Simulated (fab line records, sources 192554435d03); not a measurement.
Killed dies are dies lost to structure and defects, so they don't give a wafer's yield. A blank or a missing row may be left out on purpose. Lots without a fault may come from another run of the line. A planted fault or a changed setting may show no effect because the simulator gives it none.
fab line records | flow n5_finfet
record lots=5 wafers=13 last_day=17
route steps=1938 shown BEOL_M2@889 BEOL_M4@1111 PASSIVATION@1936
lots that met no fault: from a run of the same line without faults
start_h: hours from the record's first day to the start of the lot's first wafer shown | wait_h: hours since the lot's step before | " the same as in the row above | L1.1+2: a row that stands for several wafers | - no value, or no start given | * or withheld: withheld | < > ~ a bound
route shown NAME@n: a module of which the file shows steps, and the number in the route of the first | usual: mean/standard deviation of fault-free wafers | same: alike in all rows | chamber/n: place in a boat | sites: the reading at each site | _std_site: their standard deviation | _edge_site: outer sites' mean less inner sites' | radius_mm: how far each site lies from the wafer's centre | mask NAME#n: copy n | behind: the tool/chamber that last shaped the wafer | hold: why the lot was held/for how many hours/how that ended | device: the transistor (n, p or np) that didn't switch | end of line: the same wafers' tests at the end of the route | a step without rows: its recipe alone | killed: dies lost to structure and defects at the first sort, not the wafer's yield | map: a wafer's dies, x killed, . not, _ none there
set.NAME: the setting as run; set.NAME@STEP: as run at that earlier step | model.NAME: the simulator's own value behind a step, which no gauge read
lots at some steps of the route; a table a step, a row a wafer
services: from which hour (start_h, from the record's first day; less than 0 if before it) a tool's chamber was out of use, for how many hours, and why
## steps
# step N5_BEOL_M2_STRIP_36
# recipe chemistry=N2/H2 power_w=450 temp_c=40 pressure_mtorr=20 rf_frequency_hz=6e+07 overash_fraction=0.3 bias_power_w=7 h2_frac=0.5 n2_flow_sccm=200 h2_flow_sccm=200
# step N5_BEOL_M2_TRENCH_ETCH_37
# recipe chemistry=C4F6/O2 target_depth_a=555.55 target=SiOC time_s=29.2 ion_energy_ev=250 pressure_mtorr=30 source_w=355 bias_w=185 Ar_flow_sccm=300 C4F6_flow_sccm=10 O2_flow_sccm=10
# step N5_BEOL_M2_ETCH_41
# recipe chemistry=CH3F/O2 target=SiCN target_depth_a=299 taper_deg=2 time_s=52.5 ion_energy_ev=120 mask_material=TiN pressure_mtorr=30 source_w=395 bias_w=75 Ar_flow_sccm=150 CH3F_flow_sccm=30 O2_flow_sccm=20
# step N5_BEOL_M2_STRIP_97
# recipe chemistry=N2/H2 time_s=10 power_w=450 temp_c=40 pressure_mtorr=20 rf_frequency_hz=6e+07 bias_power_w=7 n2_flow_sccm=200 h2_flow_sccm=200
# step N5_BEOL_M2_HM_STRIP_39
# recipe chemistry=peroxide_tin_strip material=TiN target_depth_a=250 temp_c=50 time_s=158
# step N5_BEOL_M2_SRD_40
# recipe time_s=30 temp_c=23 rinse_liquid=diw dry=ipa_marangoni
# step N5_BEOL_M2_PRECLEAN_42
# recipe chemistry=residue_remover time_s=60 temp_c=40
# step N5_BEOL_M2_SRD_43
# recipe time_s=30 temp_c=23 rinse_liquid=diw dry=ipa_marangoni
# step N5_BEOL_M2_DEGAS_44
# recipe ambient=vacuum temp_c=250 time_s=60
# step N5_BEOL_M2_PRE_CLEAN_45
# recipe gas=H2/He time_s=30 temp_c=250
# step N5_BEOL_M2_ALD_84
# recipe material=TaN target_thk_a=* temp_c=275 ald_precursor_family=PDMAT ald_co_reactant=NH3 pressure_torr=3 carrier_flow_sccm=1500 pulse_time_s=2 purge_time_s=3 co_reactant_purge_time_s=2 co_reactant_pulse_time_s=3 ald_cycles=30 precursor_vessel_temp_c=75 precursor_vessel_pressure_torr=26.25 precursor_vessel_carrier_sccm=1000
# usual ald_cycles=30/0 heater_power_w=414/53 precursor_vessel_carrier_sccm=999.9/2.7
# same purge_time_s=3
# columns lot.wafer tool chamber start_h wait_h ald_cycles heater_power_w precursor_vessel_carrier_sccm model.TaN_of_BEOL_M2_ALD_84.thk_nm
L932.3 ald_metal-01 2 162.04 0.3 30 389 997.3 *
L932.4 " 3 " " 30 396 996.8 *
L932.6 " 1 " " 30 526 1000.9 *
L947.2 ald_metal-01 2 255.95 0.0 24 386 998.9 *
L947.3 " 0 " " 30 379 1000.1 *
L948.4 ald_metal-01 0 269.71 0.0 30 379 1005.6 *
L948.5 " 0 " " 24 386 1002.2 *
L949.1 ald_metal-03 1 272.58 0.0 30 376 1000.0 *
L949.2 " 2 " " 30 413 1000.2 *
L949.5 " 0 " " 30 418 1000.9 *
L950.1 ald_metal-01 3 276.43 0.0 30 386 997.6 *
L950.4 " 2 " " 30 379 1002.8 *
L950.5 " 1 " " 24 535 1006.0 *
# step N5_BEOL_M2_SURFACE_TREAT_85
# recipe gas=Ar time_s=* ion_energy_ev=* ion_current_ma_cm2=0.5 pressure_mtorr=* ar_flow_sccm=30
# step N5_BEOL_M2_CVD_47
# recipe material=Co target_thk_a=30 temp_c=withheld precursor=CCTBA/H2 pressure_torr=30 time_s=223.8
# step N5_BEOL_M2_SPUTTER_48
# recipe material=Cu target_thk_a=45 temp_c=-20 chamber_pressure_pa=0.07 power_w=withheld time_s=8.29
# step N5_BEOL_M2_ANNEAL_49
# recipe temp_c=400 time_s=240 ambient=vacuum
# step N5_BEOL_M2_SPUTTER_79
# recipe material=Cu target_thk_a=45 temp_c=-20 chamber_pressure_pa=0.07 power_w=withheld time_s=8.29
# step N5_BEOL_M2_ANNEAL_80
# recipe temp_c=400 time_s=240 ambient=vacuum
# step N5_BEOL_M2_SPUTTER_81
# recipe material=Cu target_thk_a=45 temp_c=-20 chamber_pressure_pa=0.07 power_w=withheld time_s=8.29
# step N5_BEOL_M2_ANNEAL_82
# recipe temp_c=400 time_s=240 ambient=vacuum
# step N5_BEOL_M2_SPUTTER_86
# recipe material=Cu target_thk_a=45 temp_c=-20 chamber_pressure_pa=0.07 power_w=withheld time_s=8.29
# step N5_BEOL_M2_ANNEAL_87
# recipe temp_c=400 time_s=240 ambient=vacuum
# step N5_BEOL_M2_SPUTTER_88
# recipe material=Cu target_thk_a=45 temp_c=-20 chamber_pressure_pa=0.07 power_w=withheld time_s=8.29
# step N5_BEOL_M2_ANNEAL_89
# recipe temp_c=400 time_s=240 ambient=vacuum
# step N5_BEOL_M2_SPUTTER_90
# recipe material=Cu target_thk_a=45 temp_c=-20 chamber_pressure_pa=0.07 power_w=withheld time_s=8.29
# step N5_BEOL_M2_ANNEAL_91
# recipe temp_c=400 time_s=240 ambient=vacuum
# step N5_BEOL_M2_SPUTTER_92
# recipe material=Cu target_thk_a=45 temp_c=-20 chamber_pressure_pa=0.07 power_w=withheld time_s=8.29
# step N5_BEOL_M2_ANNEAL_93
# recipe temp_c=400 time_s=240 ambient=vacuum
# step N5_BEOL_M2_SPUTTER_94
# recipe material=Cu target_thk_a=45 temp_c=-20 chamber_pressure_pa=0.07 power_w=withheld time_s=8.29
# step N5_BEOL_M2_ANNEAL_95
# recipe temp_c=400 time_s=240 ambient=vacuum
# step N5_BEOL_M2_SPUTTER_96
# recipe material=Cu target_thk_a=45 temp_c=-20 chamber_pressure_pa=0.07 power_w=withheld time_s=8.29
# step N5_BEOL_M2_ECD_50
# recipe material=Cu target_thk_a=3000
# step N5_BEOL_M2_ANNEAL_51
# recipe temp_c=225 time_s=90 ambient=N2
# step N5_BEOL_M2_CMP_52
# recipe stop_on=SiOC t_overpolish_s=6.8 down_force_psi=1 platen_rpm=50 clearing_platen_down_force_psi=1.5 clearing_platen_rpm=50 post_cmp_clean=cu_alkaline target_thk_nm=40 clearing_platen_pad_velocity_m_s=0.99484 pad_velocity_m_s=0.99484
# step N5_BEOL_M2_PRE_CLEAN_60
# recipe gas=NH3/H2 time_s=15 temp_c=* rf_power_w=300
# step N5_BEOL_M2_CO_CAP_55
# recipe material=Co target_thk_a=20 temp_c=200 precursor=CCTBA/H2 pressure_torr=30 time_s=102.1
# step N5_BEOL_M2_PRE_CLEAN_56
# recipe gas=NH3 time_s=15 temp_c=withheld rf_power_w=300
# step N5_BEOL_M2_DEP_57
# recipe material=SiCN target_thk_a=80 temp_c=withheld precursor=3MS/NH3 pressure_torr=3 rf_w=202 time_s=14
# step N5_BEOL_M4_RC_MEAS_101
# usual CHAIN_V1=229/7.8 CHAIN_V1_max_site=237/8.7 DIBL_N=36.3/1.6 DIBL_P=36.2/2 IOFF_N=0.160/0.028 IOFF_P=0.21/0.036 ION_N=677/11 ION_P=465/6.9 SS_N=71.5/0.55 SS_P=73.3/0.64 VT_N=250/3 VT_P=-250/3.5
# columns lot.wafer tool chamber start_h wait_h CHAIN_V1[ohm/link] CHAIN_V1_max_site[ohm/link] DIBL_N[mV/V] DIBL_P[mV/V] IOFF_N[nA/um] IOFF_P[nA/um] ION_N[uA/um] ION_P[uA/um] SS_N[mV/dec] SS_P[mV/dec] VT_N[mV] VT_P[mV]
L932.3 prober-01 0 200.47 0.3 231 237 34.3 35.0 0.133 0.18 672 462 70.8 72.0 251 -255
L932.4 " 0 " " 225 232 36.3 37.6 0.171 0.21 676 466 71.5 73.9 249 -252
L932.6 " 0 " " 231 239 34.3 34.3 0.136 0.18 688 469 70.8 73.1 249 -252
L947.2 prober-02 0 280.51 0.2 204 215 37.4 37.2 0.188 0.26 697 479 71.3 73.6 245 -245
L947.3 " 0 " " 216 224 35.7 34.2 0.147 0.22 666 458 71.0 72.6 250 -248
L949.1 prober-02 0 300.11 0.0 238 245 33.7 34.0 0.133 0.18 688 476 71.1 72.9 251 -252
L949.2 " 0 " " 236 246 36.8 37.3 0.173 0.23 677 471 71.3 73.4 249 -247
L949.5 " 0 " " 225 229 34.8 35.1 0.150 0.20 670 464 71.4 73.5 250 -247
L948.4 prober-01 0 300.54 0.5 239 249 34.9 32.7 0.140 0.18 689 464 71.3 73.0 252 -251
L948.5 " 0 " " 196 205 32.2 30.3 0.107 0.15 668 461 69.9 72.7 255 -254
L950.1 prober-01 0 305.74 0.0 220 229 36.5 35.4 0.156 0.21 681 467 71.1 73.1 248 -250
L950.4 " 0 " " 237 241 38.0 37.8 0.199 0.25 698 476 72.2 74.3 245 -248
L950.5 " 0 " " 202 207 38.3 38.4 0.210 0.26 711 474 71.6 74.0 242 -246
# sites CHAIN_V1 radius_mm=0,75,75,75,75,140,140,140,140
L932.3 223 237 231 234 231 230 228 233 224
L947.2 208 204 214 206 215 202 195 195 197
L949.1 244 245 237 240 238 233 236 237 242
L948.4 220 230 237 239 234 244 249 245 246
L950.1 212 220 225 219 220 215 226 224 229
# step N5_PASSIVATION_PROBE_49
# usual defect_limited_yield=91.2/1.5 killed_at_M0_to_M3=36/10 killed_at_M4_up=13/6 killed_at_contacts=11/5.2 killed_at_front_end=40/11 killed_at_other=3.1/2.9 killed_dies=104/17 killed_open=66/12 killed_short=34/7.7 sort_bin_4_leakage=0/0 sort_bin_5_function=5.1/0.91 sort_bin_6_memory=3.2/0.67 sort_n_pass=1076/17 sort_yield_pct=91.2/1.5
# same gross_dies=1180 killed_at_back_side=0 sort_bin_8_speed[%]=0
# columns lot.wafer tool chamber start_h wait_h defect_limited_yield[%] killed_at_M0_to_M3 killed_at_M4_up killed_at_contacts killed_at_front_end killed_at_other killed_dies killed_open killed_short sort_bin_4_leakage[%] sort_bin_5_function[%] sort_bin_6_memory[%] sort_n_pass sort_yield_pct[%]
L932.3 prober-01 - 301.11 0.4 90.7 36 23 19 28 4 110 73 31 0 5.2 3.6 1070 90.7
L932.4 prober-01 - 301.16 0.4 91.4 45 17 12 22 6 102 68 32 0 5.3 2.9 1078 91.4
L932.6 prober-01 - 301.26 0.5 90.3 33 29 11 28 14 115 75 37 0 5.1 4.2 1065 90.3
L947.2 prober-02 - 389.71 0.1 89.0 39 34 8 45 4 130 63 45 1.78 6.0 2.9 1050 89.0
L947.3 prober-02 - 389.76 0.1 90.0 36 19 17 43 3 118 79 30 0 5.3 3.9 1062 90.0
L949.1 prober-02 - 403.02 0.0 92.5 22 7 5 52 3 89 57 32 0 4.4 2.6 1091 92.5
L949.2 prober-02 - 403.07 0.1 91.9 19 15 2 54 5 95 62 33 0 5.1 2.9 1085 91.9
L949.5 prober-02 - 403.22 0.2 93.8 25 10 7 31 0 73 48 25 0 3.9 2.2 1107 93.8
L948.4 prober-01 - 404.02 0.2 90.5 45 17 13 33 4 112 67 41 0 5.2 3.9 1068 90.5
L948.5 prober-01 - 404.07 0.2 89.4 49 21 2 48 5 125 73 32 1.44 5.1 3.8 1055 89.4
L950.1 prober-02 - 417.28 0.0 92.5 29 10 9 40 0 88 63 25 0 4.7 2.4 1092 92.5
L950.4 prober-02 - 417.43 0.2 93.2 27 15 6 32 0 80 58 22 0 3.7 2.9 1100 93.2
L950.5 prober-02 - 417.48 0.2 90.3 65 6 2 40 2 115 50 28 2.29 3.8 2.3 1065 90.3
# killed by level:class
L932.3 MOL_CONTACT_COAG:geometric_particle:open=16 BEOL_M4:geometric_particle:open=10 BEOL_M2:geometric_particle:open=8 BEOL_M1:geometric_particle:open=5 GATE_CUT:geometric_particle:short=4 BEOL_M0_SAQP:geometric_particle:open=4 BEOL_M0:geometric_particle:open=4 BEOL_M2:geometric_particle:short=4
L932.4 BEOL_M1:geometric_particle:open=11 MOL_CONTACT_COAG:geometric_particle:open=10 BEOL_M0_SAQP:geometric_particle:open=10 BEOL_M0_SAQP:geometric_particle:short=8 BEOL_M4:geometric_particle:open=7 STI_FIN_REVEAL:geometric_particle:open=5 BEOL_M3:geometric_particle:open=5 FIN_SAQP:geometric_particle:short=4
L932.6 BEOL_M4:geometric_particle:open=13 MOL_CONTACT_COAG:geometric_particle:open=10 STI_FIN_REVEAL:geometric_particle:open=7 GATE_CUT:geometric_particle:short=7 BEOL_M1:geometric_particle:open=7 BEOL_M2:geometric_particle:open=6 PASS1_CAP:geometric_particle:open=5 BEOL_M0:geometric_particle:open=5
L947.2 M2:area_ald=21 BEOL_M4:geometric_particle:open=11 FIN_SAQP:geometric_particle:short=8 STI_FIN_REVEAL:geometric_particle:short=7 BEOL_M2:geometric_particle:open=6 FIN_SAQP:geometric_particle:open=5 STI_FIN_REVEAL:geometric_particle:open=5 MOL_CONTACT_COAG:geometric_particle:open=5
L947.3 MOL_CONTACT_COAG:geometric_particle:open=12 FIN_SAQP:geometric_particle:open=10 BEOL_M4:geometric_particle:open=10 BEOL_M3:geometric_particle:open=8 BEOL_M0_SAQP:geometric_particle:open=6 HKMG_FIN:area_etch=6 ILD0:geometric_particle:open=5 MOL_CONTACT_COAG:geometric_particle:short=5
L949.1 FIN_SAQP:geometric_particle:open=17 FIN_SAQP:geometric_particle:short=10 STI_FIN_REVEAL:geometric_particle:open=7 BEOL_M3:geometric_particle:open=6 BEOL_M2:geometric_particle:open=5 MOL_CONTACT_COAG:geometric_particle:open=4 BEOL_M0_SAQP:geometric_particle:short=4 BEOL_M4:geometric_particle:open=4
L949.2 FIN_SAQP:geometric_particle:open=13 FIN_SAQP:geometric_particle:short=11 BEOL_M4:geometric_particle:open=9 GATE_CUT:geometric_particle:short=8 BEOL_M1:geometric_particle:open=5 BEOL_M2:geometric_particle:open=5 BEOL_M4:geometric_particle:short=5 STI_FIN_REVEAL:geometric_particle:open=4
L949.5 FIN_SAQP:geometric_particle:short=9 FIN_SAQP:geometric_particle:open=6 BEOL_M0_SAQP:geometric_particle:open=6 MOL_CONTACT_COAG:geometric_particle:open=5 BEOL_M4:geometric_particle:open=5 BEOL_M3:geometric_particle:open=5 BEOL_M0_SAQP:geometric_particle:short=4 BEOL_M1:geometric_particle:open=4
L948.4 BEOL_M2:geometric_particle:open=13 BEOL_M0_SAQP:geometric_particle:short=12 MOL_CONTACT_COAG:geometric_particle:open=11 FIN_SAQP:geometric_particle:open=9 FIN_SAQP:geometric_particle:short=6 BEOL_M3:geometric_particle:open=6 BEOL_M4:geometric_particle:open=5 BEOL_M1:geometric_particle:open=4
L948.5 FIN_SAQP:geometric_particle:open=19 M2:area_ald=17 FIN_SAQP:geometric_particle:short=12 BEOL_M0_SAQP:geometric_particle:open=9 BEOL_M4:geometric_particle:open=9 BEOL_M0_SAQP:geometric_particle:short=5 BEOL_M1:geometric_particle:open=5 BEOL_M4:geometric_particle:short=5
L950.1 BEOL_M3:geometric_particle:open=12 MOL_CONTACT_COAG:geometric_particle:open=9 STI_FIN_REVEAL:geometric_particle:open=8 FIN_SAQP:geometric_particle:short=7 FIN_SAQP:geometric_particle:open=6 BEOL_M0_SAQP:geometric_particle:open=5 BEOL_M1:geometric_particle:open=5 BEOL_M3:geometric_particle:short=5
L950.4 BEOL_M3:geometric_particle:open=14 BEOL_M0_SAQP:geometric_particle:short=8 FIN_SAQP:geometric_particle:open=7 STI_FIN_REVEAL:geometric_particle:open=7 FIN_SAQP:geometric_particle:short=6 BEOL_M4:geometric_particle:open=6 MOL_CONTACT_COAG:geometric_particle:open=5 BEOL_M0_SAQP:geometric_particle:open=5
L950.5 M2:area_ald=27 BEOL_M2:geometric_particle:open=11 HKMG_FIN:area_etch=10 BEOL_M3:geometric_particle:open=7 BEOL_M0_SAQP:geometric_particle:open=6 BEOL_M0_SAQP:geometric_particle:short=6 FIN_SAQP:geometric_particle:open=4 FIN_SAQP:geometric_particle:short=4
# map L947.2 (x killed, . not)
_________________.x.x.....x..________________
______________..xx.....x....x..._____________
___________.......x.........x...x..__________
__________...........x.............x_________
________.......x.....x................_______
_______............xx..............x..x______
______.......x..x......................._____
_____......x..x..........................____
____....xx..........................x.....___
___x......x.....x.x.....x............x.....__
___.................x.....x............x..x__
__..x...........x............x.......x.x.x.._
__.......x...xx..............x......x......._
_...x...................x..............x.....
_.x....x.x..........x........x............x..
_.........xx.x...............xx........x.....
_....x.....x........xx........x........xxx.x.
_......x.............x.x.x...x...............
_..x.x..................x.......x............
_.............xx......x.x........x...x......x
_.....................x.....xx...............
__......xx......................x........x.._
__......x....x..........x.....x..x......x.x._
___.x...................x.....xx..........x__
___....................x.....x.............__
____.........................x............___
_____.........x.....x....................____
______x.....x..........................._____
_______..............x.................______
________.x.........xx....xx.......x..._______
__________...............x.........._________
___________.........x.x...x........__________
______________x.x........x...xx._____________
_________________x...x.......________________
# map L948.5 (x killed, . not)
_________________..........x.________________
______________......x..........._____________
___________x..........x...........x__________
__________......................x..x_________
________..........................x..._______
_______.x......x........x..............______
______............x....x................_____
_____....x.....xx............x...x.......____
____........x.x.........x..x.x...........x___
___....x....x.x......x.....x....x..........__
___....x..............x...x.......x...x....__
__...x.......xx.x...x..............x........_
__.......x....................x...x.......x._
_..........................x...x......x.x....
_..x.......x...........x.....................
_x.......x.............x..x..x...............
_...............x...x..x............xx....x..
_.............x.....x.....x..x.....x.......x.
_...................x..................x.x..x
_.................x.x.x........xx..x.......x.
_..............x..........x.....x...x......x.
__....................xx.x.......x.....x...._
__....x..xx.......................xxx....x.._
___................x...x.x........x........__
___....x..................x................__
____.......................xx.............___
_____..x.................................____
______........................x....x..x._____
_______..x.....x.............x.......xx______
________........x.......x....x........_______
__________......x..................._________
___________............x...........__________
______________x.x...........xx.._____________
_________________..x.......x.________________
## services
# columns tool chamber start_h hours kind
ald_metal-01 1 152.62 6.5 repair
ald_metal-01 1 252.08 4.1 repair
ald_metal-03 - 259.98 8.7 pm
ald_metal-03 1 272.93 4.8 repair
## key
first_sign step=N5_BEOL_M2_ALD_84 reading=ald_cycles direction=down sigmas=99+ usual=* struck=*
effect step=N5_BEOL_M4_RC_MEAS_101 reading=CHAIN_V1 direction=down sigmas=3.6 usual=229 struck=201
effect step=N5_BEOL_M4_RC_MEAS_101 reading=CHAIN_V1_max_site direction=down sigmas=3.3 usual=237 struck=209
effect step=N5_PASSIVATION_PROBE_49 reading=sort_bin_4_leakage direction=up sigmas=22 usual=0 struck=1.84
model_effect step=N5_BEOL_M2_ALD_84 value=TaN_of_BEOL_M2_ALD_84.thk_nm without=* struck=*
met_at N5_BEOL_M2_ALD_84
struck_wafers L947.2,L948.5,L950.5
baseline_loss step=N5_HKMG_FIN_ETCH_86 wafers=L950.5
onset_between 162.04 255.95
fault kind=process_parameter_drift tool=ald_metal-01 chamber=- onset_h=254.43 steps=N5_BEOL_M2_ALD_84 channel=ald_cycles offset=* shape=step end_h=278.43 scope=struck_wafers_only acts_in=* stated=*
# baseline_loss: these wafers lose ten dies or more at that step, a loss of the line's own and not of a fault; the sort's usual values leave them out
